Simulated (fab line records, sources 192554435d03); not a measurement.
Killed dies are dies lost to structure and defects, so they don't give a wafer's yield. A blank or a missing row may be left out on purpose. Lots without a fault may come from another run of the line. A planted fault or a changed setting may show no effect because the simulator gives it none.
A struck lot beside a sound one | flow n5_finfet | 43 steps out of a route of 1938
Sound: wafers L803.1, L803.3, L803.5. Struck: wafers L815.1, L815.2, L815.4. The cause comes at the end.
At each step with rows: each side's tool, then ch and its chambers, then its first start. Under that, the readings that differ: sound wafers | struck wafers | difference of the means | sigmas: that difference in standard deviations of wafers without a fault.
alike: readings whose means differ by less than 2 such deviations, and words and numbers that are the same on both sides. not compared: withheld readings, readings that some wafer has no value for, bounds like >300 that may hide the same value, and numbers for which the record gives no deviation and whose values overlap.
The two part at a step that has a row with sigmas, a row that says differs or no value, or rows on one side only. Numbers that don't overlap but have no deviation are shown without sigmas and don't part them. A reading that every wafer of one side lacks parts them only if that side has two wafers or more.

first, 3 steps without rows for these wafers: N5_MOL_CONTACT_COAG_PRECLEAN_127 (cleans in DIW, time 57.5 s); N5_MOL_CONTACT_COAG_SRD_128 (dry time 32 s); N5_MOL_CONTACT_COAG_CMP_52 (polishes, stops on SiO2, t overpolish 1.5 s, target thk 66.5 nm).
N5_MOL_CONTACT_COAG_THK_MEAS_53:
  sound on film_metro-01, day 7 02:22; struck on film_metro-01, day 10 01:45
  alike: VIA_MOL_THK
then, 1 step without rows for these wafers: N5_MOL_CONTACT_COAG_ANNEAL_112 (time 1800 s).
N5_MOL_CONTACT_COAG_INSPECT_97: inspects for defects (darkfield).
  sound on defect_inspect-02, day 7 05:25; struck on defect_inspect-01, day 10 04:48
  alike: raw_defect_count
then, 2 steps without rows for these wafers: N5_BEOL_M0_SAQP_PECVD_00 (deposits SiCN from 3MS/NH3, target thk 8 nm, time 14 s); N5_BEOL_M0_SAQP_ILD_DEP_01 (deposits SiOC from DEMS/O2, target thk 45.419 nm, time 8.7 s).
N5_BEOL_M0_SAQP_HM_DEP_02: deposits TiN, target thk 12 nm.
  sound on pvd_sputter-01, day 7 07:17; struck on pvd_sputter-02, day 10 06:10
  alike: susceptor_temp_C, throttle_valve_pct
then, 2 steps without rows for these wafers: N5_BEOL_M0_SAQP_PECVD_03 (deposits SiCN from 3MS/NH3, target thk 12 nm, time 21.1 s); N5_BEOL_M0_SAQP_PECVD_96 (deposits a-Si from SiH4/He, target thk 45 nm, time 45.2 s).
N5_BEOL_M0_SAQP_PECVD_97: deposits SiNx from SiH4/NH3/N2, target thk 23 nm, time 19.9 s.
  sound on pecvd-03 ch 0,2, day 7 07:29; struck on pecvd-02 ch 0,1,2, day 10 06:22
  no value came back on the struck wafers for any of 6 readings (chamber_pressure_Torr (Torr), heater_power_outer_w (W) and others); on the sound wafers chamber_pressure_Torr (Torr) reads 1.501 1.498 1.502
then, 1 step without rows for these wafers: N5_BEOL_M0_SAQP_PECVD_04 (deposits a-Si from SiH4/He, target thk 60 nm, time 60.2 s).
N5_BEOL_M0_SAQP_THK_MEAS_05:
  sound on film_metro-01, day 7 07:37; struck on film_metro-01, day 10 06:30
  alike: thk_nm
then, 9 steps without rows for these wafers: N5_BEOL_M0_SAQP_HM_DEP_111 (deposits SiO2 from SiH4/N2O, target thk 12 nm, time 7.2 s); N5_BEOL_M0_SAQP_COAT_81 (time 60 s, resist thk 100 nm); N5_BEOL_M0_SAQP_COAT_82 (time 60 s, resist thk 30 nm); N5_BEOL_M0_SAQP_COAT_08 (resist thk 90 nm); N5_BEOL_M0_SAQP_EBR_10; N5_BEOL_M0_SAQP_SOFTBAKE_09 (time 60 s); N5_BEOL_M0_SAQP_EXPOSE_11 (exposes mask M0 CORE, target cd 42 nm); N5_BEOL_M0_SAQP_PEB_12 (peb time 60 s); N5_BEOL_M0_SAQP_DEVELOP_13 (develop time 30 s).
N5_BEOL_M0_SAQP_CD_MEAS_14: target cd 42.5 nm.
  sound on cd_sem-03 ch 0, day 7 07:59; struck on cd_sem-01 ch 0, day 10 06:59
  alike: cd_nm
N5_BEOL_M0_SAQP_OVL_MEAS_15:
  sound on overlay-02 ch 0, day 7 08:01; struck on overlay-01 ch 0, day 10 07:01
  alike: M0_CORE_OVL
N5_BEOL_M0_SAQP_INSPECT_16: inspects for defects (brightfield).
  sound on defect_inspect-02, day 7 08:02; struck on defect_inspect-01, day 10 07:02
  alike: raw_defect_count
then, 1 step without rows for these wafers: N5_BEOL_M0_SAQP_DESCUM_19 (chemistry O2, time 7.9 s).
N5_BEOL_M0_SAQP_ETCH_83: etches SiARC in CF4, target depth 39 nm, time 65 s.
  sound on rie_diel-06 ch 1,3, day 7 08:06; struck on rie_diel-03 ch 1,2,3, day 10 07:07
  alike: chamber_pressure_mTorr, drypump_motor_current_A, etch_rf_on_time_s, oes_product_au, rf_vpp_V, showerhead_plenum_p_Torr, throttle_valve_pct
  not compared: rf_hours_counter_h
then, 2 steps without rows for these wafers: N5_BEOL_M0_SAQP_ETCH_84 (etches SOC in N2/H2, target depth 100 nm, overetch 20 nm, time 150 s); N5_BEOL_M0_SAQP_STRIP_80 (strips in N2/H2).
N5_BEOL_M0_SAQP_HM_OPEN_112: chemistry CHF3/O2, target SiO2, stops on a-Si, target depth 12 nm, time 13.5 s.
  sound on rie_diel-06 ch 1,3, day 7 08:16; struck on rie_diel-03 ch 1,2,3, day 10 07:16
  alike: chamber_pressure_mTorr, drypump_motor_current_A, oes_product_au, rf_vpp_V, showerhead_plenum_p_Torr, throttle_valve_pct
  not compared: rf_hours_counter_h
then, 1 step without rows for these wafers: N5_BEOL_M0_SAQP_STRIP_113 (strips in CHF3/O2).
N5_BEOL_M0_SAQP_MANDREL_ETCH_20: etches a-Si in HBr/Cl2, stops on SiNx, target depth 60 nm, bt time 10 s, time 30 s.
  sound on rie_si-02 ch 0,1,2, day 7 08:20; struck on rie_si-05 ch 0,2,3, day 10 07:22
  alike: chamber_pressure_mTorr, drypump_motor_current_A, oes_product_au, throttle_valve_pct
  not compared: rf_hours_counter_h
then, 3 steps without rows for these wafers: N5_BEOL_M0_SAQP_STRIP_86 (strips in N2/H2); N5_BEOL_M0_SAQP_STRIP_115 (strips in post etch residue remover, time 60 s); N5_BEOL_M0_SAQP_SRD_93 (time 30 s).
N5_BEOL_M0_SAQP_RECESS_114: chemistry HF/NH3, target SiO2, target depth 14.4 nm, afs cycles 3, sublimation time 60 s.
  sound on vapor_etch-01 ch 0,1, day 7 08:35; struck on vapor_etch-02 ch 0,1, day 10 07:35
  alike: drypump_motor_current_A
then, 3 steps without rows for these wafers: N5_BEOL_M0_SAQP_SPACER1_ALD_98 (deposits SiO2, target thk 12.8 nm, pulse time 1 s, purge time 2 s); N5_BEOL_M0_SAQP_SPACER1_ETCHBACK_99 (etches SiO2 in CHF3/O2, target depth 15.4 nm, time 7.7 s); N5_BEOL_M0_SAQP_MANDREL1_REMOVE_100 (chemistry HBr/Cl2/O2, target a-Si, stops on SiNx, bt time 10 s).
N5_BEOL_M0_SAQP_CD_MEAS_25: target cd 13.1 nm.
  sound on cd_sem-03 ch 0, day 7 09:39; struck on cd_sem-02 ch 0, day 10 09:09
  alike: cd_nm
N5_BEOL_M0_SAQP_CD_MEAS_29: target cd 14.4 nm.
  sound on cd_sem-03 ch 0, day 7 11:40; struck on cd_sem-03 ch 0, day 10 11:04
  reading    | sound             | struck | difference                    | sigmas
  cd_nm (nm) | 15.04 14.80 14.72 | - - -  | no value on the struck wafers |
N5_BEOL_M4_RC_MEAS_101:
  the record has rows for the sound wafers here (prober-02 ch 0, day 9 15:39) and none for the struck ones

WHERE THEY PART
First at N5_BEOL_M0_SAQP_PECVD_97; last, within this record, at N5_BEOL_M4_RC_MEAS_101.

WHY: what the simulator had put in
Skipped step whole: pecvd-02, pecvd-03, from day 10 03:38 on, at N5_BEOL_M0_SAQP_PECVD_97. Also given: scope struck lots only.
